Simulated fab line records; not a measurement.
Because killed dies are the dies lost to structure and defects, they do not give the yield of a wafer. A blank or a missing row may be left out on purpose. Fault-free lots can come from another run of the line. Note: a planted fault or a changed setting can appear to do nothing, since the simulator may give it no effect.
fab line records -- flow n5_finfet
record lots=7, wafers=21, last_day=15
route steps=1938 shown GATE_CUT@472
lots that met no fault: taken from a fault-free run of the same line
start_h: start of the lot's first displayed wafer, in hours after the record's first day -- wait_h: hours from the lot's prior step to this one -- " repeats the value in the row above -- L1.1+2: several wafers, shown together as one row -- - either no value or no given start -- * or withheld: withheld -- < > ~ a bound
route shown NAME@n: names a module that has steps shown in the file, with the first one's number in the route -- usual: mean and standard deviation over wafers with no fault -- same: alike in all rows -- chamber/n: place in a boat -- sites: each site's reading -- _std_site: the standard deviation of these -- _edge_site: mean of outer sites minus mean of inner sites -- radius_mm: how far each site lies from the wafer's centre -- mask NAME#n: copy n -- behind: tool/chamber where the wafer was last shaped -- hold: what put the lot on hold/how long, in hours/how the hold closed -- device: transistor that didn't switch, given as n, p or np -- end of line: tests run on the same wafers once the route is complete -- a step with no rows: only its recipe -- killed: the dies lost at the first sort to structure and to defects; this is not the yield of the wafer -- map: a wafer's dies, x killed, . not, _ none there
set.NAME: the setting as run; set.NAME@STEP: as run at that earlier step -- model.NAME: the simulator's own value behind a step, which no gauge read
certain route steps with their lots: each step a table, each wafer a row
services: a tool's chamber out of use, with start hour (start_h, from the record's first day; less than 0 if before it), hours out, and reason
## steps
# step N5_GATE_CUT_SRD_32
# recipe time_s=30, temp_c=23, rinse_liquid=diw, dry=ipa_marangoni
# step N5_GATE_CUT_SAC_CAP_01
# recipe material=SiNx, target_thk_a=240, temp_c=400, ald_precursor_family=SiH2I2, ald_co_reactant=N2/H2-plasma, pulse_time_s=1, ald_cycles=480, purge_time_s=2, co_reactant_purge_time_s=2, pressure_torr=2
# usual heater_power_w=848/84, precursor_pulse_height_rel=1.002/0.019
lot.wafer,tool,chamber,start_h,wait_h,heater_power_w,precursor_pulse_height_rel
L475.1,ald_sin-04,2,110.48,0.1,947,0.996
L475.3,ald_sin-04,3,110.48,0.1,727,1.008
L475.6,ald_sin-04,2,111.57,1.2,922,1.026
L476.2,ald_sin-02,0,116.05,0.0,914,1.001
L476.4,ald_sin-02,1,116.05,0.0,840,1.016
L476.6,ald_sin-02,2,117.13,1.1,865,0.982
L478.1,ald_sin-04,2,127.73,0.0,959,1.040
L478.2,ald_sin-04,1,127.73,0.0,699,0.983
L478.6,ald_sin-04,0,128.82,1.1,958,1.011
L479.1,ald_sin-04,2,134.14,0.0,927,0.996
L479.2,ald_sin-04,3,134.14,0.0,718,0.985
L479.4,ald_sin-04,0,134.14,0.0,963,1.026
L482.2,ald_sin-02,3,153.85,0.8,777,0.996
L482.4,ald_sin-02,0,153.85,0.8,893,1.031
L482.6,ald_sin-02,1,154.94,1.8,835,1.018
L483.1,ald_sin-04,3,157.75,0.0,742,0.978
L483.3,ald_sin-04,2,157.75,0.0,947,1.031
L483.6,ald_sin-04,1,158.84,1.1,699,1.021
L484.3,ald_sin-03,2,165.61,0.0,902,1.011
L484.5,ald_sin-03,2,166.70,1.1,905,0.993
L484.6,ald_sin-03,1,166.70,1.1,882,1.006
# step N5_GATE_CUT_PECVD_57
# recipe material=SiNx, target_thk_a=210, temp_c=400, precursor=SiH4/NH3/N2, pressure_torr=1.5, rf_w=300
# usual heater_power_w=749/90, showerhead_plenum_p_Torr=5.19/0.04, throttle_valve_pct=40.2/2
lot.wafer,tool,chamber,start_h,wait_h,heater_power_w,showerhead_plenum_p_Torr,throttle_valve_pct
L475.1,pecvd-01,2,112.68,1.1,569,5.10,42.1
L475.3,pecvd-01,1,112.68,1.1,796,5.17,41.5
L475.6,pecvd-01,1,112.68,1.1,789,5.16,41.4
L476.2,pecvd-03,1,118.24,1.1,859,5.20,39.6
L476.4,pecvd-03,2,118.24,1.1,651,5.21,39.4
L476.6,pecvd-03,1,118.24,1.1,829,5.21,39.3
L478.1,pecvd-03,2,129.93,1.1,620,5.22,39.3
L478.2,pecvd-03,1,129.93,1.1,820,5.22,39.8
L478.6,pecvd-03,0,129.93,1.1,724,5.19,44.5
L479.1,pecvd-02,0,136.34,1.1,787,5.24,40.6
L479.2,pecvd-02,1,136.34,1.1,718,5.23,38.4
L479.4,pecvd-02,0,136.34,1.1,786,5.22,40.2
L482.2,pecvd-03,2,156.05,1.1,683,5.21,39.4
L482.4,pecvd-03,2,156.05,1.1,697,5.21,39.3
L482.6,pecvd-03,0,156.05,1.1,661,5.18,44.2
L483.1,pecvd-02,1,159.94,1.1,693,5.22,38.3
L483.3,pecvd-02,2,159.94,1.1,767,5.12,38.7
L483.6,pecvd-02,1,159.94,1.1,716,5.22,38.2
L484.3,pecvd-03,0,167.81,1.1,737,5.19,44.8
L484.5,pecvd-03,2,167.81,1.1,687,5.21,39.5
L484.6,pecvd-03,0,167.81,1.1,718,5.18,44.3
# step N5_GATE_CUT_CMP_02
# recipe stop_on=SiO2, t_overpolish_s=12.7, post_cmp_clean=alkaline_brush, down_force_psi=2.5, platen_rpm=51.8, pad_velocity_m_s=1.0307, target_thk_nm=0
# usual motor_current_A=9.0/0.83, overpolish_run_s=12.699/0.0087, pad_life_wafers=1498/500, time_to_endpoint_s=24.4/2.3
lot.wafer,tool,chamber,start_h,wait_h,motor_current_A,overpolish_run_s,pad_life_wafers,time_to_endpoint_s
L475.3,cmp-02,3,112.79,0.1,9.5,12.696,1927,23.1
L475.1,cmp-02,1,112.79,0.1,9.2,12.691,1929,28.4
L475.6,cmp-02,2,112.79,0.1,10.6,12.686,-,23.1
L476.4,cmp-03,0,118.31,0.0,10.4,12.687,1242,24.1
L476.2,cmp-03,1,118.31,0.0,8.6,12.698,1243,19.7
L476.6,cmp-03,0,118.31,0.0,10.3,12.683,-,20.5
L478.2,cmp-03,2,130.04,0.1,8.5,12.691,1309,22.5
L478.1,cmp-03,3,130.04,0.1,8.0,12.692,1310,21.3
L478.6,cmp-03,2,130.04,0.1,7.7,12.683,-,27.5
L479.4,cmp-04,2,136.41,0.0,9.4,12.697,1422,24.4
L479.2,cmp-04,3,136.41,0.0,8.9,12.698,1423,24.2
L479.1,cmp-04,1,136.41,0.0,8.8,12.707,1425,22.8
L482.2,cmp-03,0,156.20,0.1,10.4,12.705,1508,20.5
L482.4,cmp-03,1,156.20,0.1,9.0,12.692,1509,20.5
L482.6,cmp-03,3,156.20,0.1,8.0,12.702,-,20.4
L483.3,cmp-03,2,160.12,0.1,7.7,12.703,1532,24.0
L483.1,cmp-03,3,160.12,0.1,7.8,12.710,1533,22.3
L483.6,cmp-03,1,160.12,0.1,9.0,12.709,-,21.9
L484.3,cmp-04,3,168.00,0.2,9.1,12.700,1665,24.5
L484.6,cmp-04,0,168.00,0.2,9.1,12.698,-,25.8
L484.5,cmp-04,1,168.00,0.2,8.9,12.692,-,22.0
# step N5_GATE_CUT_HM_DEP_46
# recipe material=SiO2, target_thk_a=1300, temp_c=400, precursor=TEOS/O2, pressure_torr=6.5, rf_w=900, teos_flow_sccm=161.4, gas=O2, flow_sccm=2650, time_s=26.6
# usual heater_power_w=542/98, showerhead_plenum_p_Torr=8.354/0.03, throttle_valve_pct=19.0/0.81
lot.wafer,tool,chamber,start_h,wait_h,heater_power_w,showerhead_plenum_p_Torr,throttle_valve_pct
L475.1,pecvd-03,1,113.08,0.0,618,8.395,18.4
L475.3,pecvd-03,0,113.08,0.0,457,8.355,20.5
L475.6,pecvd-03,0,113.08,0.0,475,8.372,20.6
L476.2,pecvd-02,2,118.65,0.0,571,8.339,18.3
L476.4,pecvd-02,0,118.65,0.0,541,8.387,18.8
L476.6,pecvd-02,2,118.65,0.0,587,8.341,18.0
L478.1,pecvd-01,1,130.33,0.0,649,8.368,19.6
L478.2,pecvd-01,0,130.33,0.0,516,8.335,18.5
L478.6,pecvd-01,2,130.33,0.0,473,8.330,19.7
L479.1,pecvd-01,0,136.74,0.0,644,8.287,18.1
L479.2,pecvd-01,1,136.74,0.0,687,8.338,19.2
L479.4,pecvd-01,2,136.74,0.0,377,8.325,19.5
L482.2,pecvd-01,1,156.45,0.0,730,8.353,19.3
L482.4,pecvd-01,1,156.45,0.0,710,8.336,19.2
L482.6,pecvd-01,2,156.45,0.0,445,8.329,19.5
L483.1,pecvd-03,0,160.37,0.0,421,8.365,20.7
L483.3,pecvd-03,1,160.37,0.0,620,8.382,18.7
L483.6,pecvd-03,0,160.37,0.0,426,8.369,20.7
L484.3,pecvd-03,1,168.22,0.0,635,8.372,18.5
L484.5,pecvd-03,1,168.22,0.0,629,8.366,18.9
L484.6,pecvd-03,0,168.22,0.0,471,8.394,20.5
# step N5_GATE_CUT_COAT_34
# recipe resist=SOC, temp_c=250, time_s=60, spin_rpm=1500, resist_thk_nm=60
# step N5_GATE_CUT_COAT_35
# recipe resist=SiARC, temp_c=220, time_s=60, spin_rpm=1500, resist_thk_nm=10
# step N5_GATE_CUT_COAT_27
# recipe resist=underlayer, temp_c=205, time_s=60, spin_rpm=1500, resist_thk_nm=10
# step N5_GATE_CUT_COAT_07
# recipe resist=CAR-EUV, spin_rpm=1500, resist_thk_nm=30
# step N5_GATE_CUT_EBR_09
# recipe solvent=PGMEA, ebr_width_mm=1.5
# step N5_GATE_CUT_SOFTBAKE_08
# recipe temp_c=110, time_s=60, resist=CAR-EUV
# step N5_GATE_CUT_EXPOSE_10
# recipe mask_id=GATE_CUT, na=0.33, source_shape=annular, sigma_inner=0.35, sigma_outer=0.8, polarization=unpolarized, target_cd_nm=20, dose_mj=43.25
lot.wafer,tool,chamber,start_h,wait_h,mask,model.GATE_CUT.overlay_x_nm
L475.1+3+6,euv_scanner-01,0,113.41,-,GATE_CUT#0,0
L476.2+4+6,euv_scanner-01,0,118.86,-,GATE_CUT#0,-0.8
L478.1+2+6,euv_scanner-02,0,130.54,-,GATE_CUT#0,0.4
L479.1+2+4,euv_scanner-02,0,136.94,-,GATE_CUT#0,-0.6
L482.2+4+6,euv_scanner-01,0,156.66,-,GATE_CUT#0,5.6
L483.1+3+6,euv_scanner-01,0,160.58,-,GATE_CUT#0,5.4
L484.3+5+6,euv_scanner-01,0,168.43,-,GATE_CUT#0,4.8
# step N5_GATE_CUT_PEB_11
# recipe peb_temp_c=100, peb_time_s=60, resist=CAR-EUV
# step N5_GATE_CUT_DEVELOP_12
# recipe develop_time_s=30, developer=TMAH, resist=CAR-EUV, rinse_liquid=surfactant_rinse, dry=air_spin, dev_temp_c=23
# step N5_GATE_CUT_CD_MEAS_13
# recipe target_cd_nm=20, landing_energy_ev=500, detector=se_inlens
# usual cd_nm=20.05/0.26
lot.wafer,tool,chamber,start_h,wait_h,cd_nm
L475.1,cd_sem-01,0,113.54,-,20.01
L475.3,cd_sem-01,0,113.54,-,19.95
L475.6,cd_sem-01,0,113.54,-,20.06
L476.2,cd_sem-03,0,118.98,-,20.16
L476.4,cd_sem-03,0,118.98,-,19.91
L476.6,cd_sem-03,0,118.98,-,20.26
L478.1,cd_sem-01,0,130.67,-,19.36
L478.2,cd_sem-01,0,130.67,-,19.79
L478.6,cd_sem-01,0,130.67,-,20.21
L479.1,cd_sem-03,0,137.08,-,20.26
L479.2,cd_sem-03,0,137.08,-,19.57
L479.4,cd_sem-03,0,137.08,-,20.09
L482.2,cd_sem-01,0,156.79,-,19.59
L482.4,cd_sem-01,0,156.79,-,20.25
L482.6,cd_sem-01,0,156.79,-,20.28
L483.1,cd_sem-02,0,160.71,-,20.02
L483.3,cd_sem-02,0,160.71,-,20.33
L483.6,cd_sem-02,0,160.71,-,20.33
L484.3,cd_sem-02,0,168.55,-,20.29
L484.5,cd_sem-02,0,168.55,-,19.94
L484.6,cd_sem-02,0,168.55,-,20.11
# step N5_GATE_CUT_OVL_MEAS_14
# recipe points_per_wafer=522
# usual GATE_CUT_OVL=-0.7/0.67
lot.wafer,tool,chamber,start_h,wait_h,GATE_CUT_OVL[nm]
L475.1,overlay-01,0,113.57,0.0,-1.4
L475.3,overlay-01,0,113.57,0.0,-1.1
L475.6,overlay-01,0,113.57,0.0,-0.8
L476.2,overlay-02,0,119.02,0.0,-1.3
L476.4,overlay-02,0,119.02,0.0,-1.4
L476.6,overlay-02,0,119.02,0.0,-1.1
L478.1,overlay-01,0,130.70,0.0,0.5
L478.2,overlay-01,0,130.70,0.0,-0.4
L478.6,overlay-01,0,130.70,0.0,-1.2
L479.1,overlay-02,0,137.11,0.0,-1.1
L479.2,overlay-02,0,137.11,0.0,0.0
L479.4,overlay-02,0,137.11,0.0,-1.2
L482.2,overlay-02,0,156.82,0.0,4.0
L482.4,overlay-02,0,156.82,0.0,4.4
L482.6,overlay-02,0,156.82,0.0,3.6
L483.1,overlay-02,0,160.74,0.0,4.8
L483.3,overlay-02,0,160.74,0.0,4.9
L483.6,overlay-02,0,160.74,0.0,4.2
L484.3,overlay-02,0,168.59,0.0,4.1
L484.5,overlay-02,0,168.59,0.0,2.7
L484.6,overlay-02,0,168.59,0.0,4.2
# step N5_GATE_CUT_INSPECT_15
# recipe mode=adi, inspect_instrument=brightfield
# usual raw_defect_count=133/36
lot.wafer,tool,chamber,start_h,wait_h,raw_defect_count
L475.1,defect_inspect-01,-,113.63,0.1,172
L475.3,defect_inspect-01,-,113.63,0.1,176
L475.6,defect_inspect-01,-,113.63,0.1,142
L476.2,defect_inspect-02,-,119.07,0.0,179
L476.4,defect_inspect-02,-,119.07,0.0,136
L476.6,defect_inspect-02,-,119.07,0.0,163
L478.1,defect_inspect-01,-,130.76,0.1,78
L478.2,defect_inspect-01,-,130.76,0.1,90
L478.6,defect_inspect-01,-,130.76,0.1,57
L479.1,defect_inspect-01,-,137.17,0.1,205
L479.2,defect_inspect-01,-,137.17,0.1,149
L479.4,defect_inspect-01,-,137.17,0.1,109
L482.2,defect_inspect-01,-,156.88,0.0,87
L482.4,defect_inspect-01,-,156.88,0.0,145
L482.6,defect_inspect-01,-,156.88,0.0,103
L483.1,defect_inspect-02,-,160.80,0.1,113
L483.3,defect_inspect-02,-,160.80,0.1,105
L483.6,defect_inspect-02,-,160.80,0.1,119
L484.3,defect_inspect-01,-,168.64,0.0,129
L484.5,defect_inspect-01,-,168.64,0.0,139
L484.6,defect_inspect-01,-,168.64,0.0,142
## services
tool,chamber,start_h,hours,kind
cmp-04,-,89.89,0.8,repair
pecvd-03,2,95.86,2.1,scheduled_down
ald_sin-03,0,99.25,-,clean
cmp-04,-,100.86,1.2,repair
ald_sin-03,3,101.40,10.0,repair
cmp-02,-,104.25,0.9,repair
euv_scanner-01,-,104.94,4.6,pm
cmp-03,-,106.39,1.6,repair
ald_sin-02,0,108.34,6.2,repair
ald_sin-03,0,108.39,8.2,repair
euv_scanner-02,-,109.54,1.0,pm
euv_scanner-01,-,110.58,1.0,pm
pecvd-01,0,118.69,2.1,scheduled_down
euv_scanner-01,-,119.82,0.4,repair
cmp-03,-,120.56,4.7,pm
cmp-02,-,124.95,4.0,pm
cmp-03,-,133.54,4.0,repair
euv_scanner-01,-,139.87,2.7,repair
ald_sin-02,-,141.74,6.1,pm
euv_scanner-02,-,143.60,2.5,repair
pecvd-02,2,152.88,5.5,scheduled_down
euv_scanner-02,-,153.10,63.5,repair
pecvd-02,0,158.34,4.6,scheduled_down
cmp-03,-,167.87,1.6,repair
## key
first_sign step=N5_GATE_CUT_OVL_MEAS_14, reading=GATE_CUT_OVL, direction=up, sigmas=7.2, usual=-0.7, struck=4.1
effect none on later readings
model_effect step=N5_GATE_CUT_EXPOSE_10, value=GATE_CUT.overlay_x_nm, without=0.2667, struck=5.267
met_at N5_GATE_CUT_EXPOSE_10
struck_wafers L482.2,L482.4,L482.6,L483.1,L483.3,L483.6,L484.3,L484.5,L484.6
rows_end L482.2,L482.4,L482.6,L483.1,L483.3,L483.6
onset_between 118.86 156.66
also_fits time
fault kind=scanner_matching_overlay, tool=euv_scanner-01, chamber=-, onset_h=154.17, steps=N5_GATE_CUT_EXPOSE_10, offset=5.0147
# rows_end: these wafers met a further fault down the route, and their rows from its step on are left out
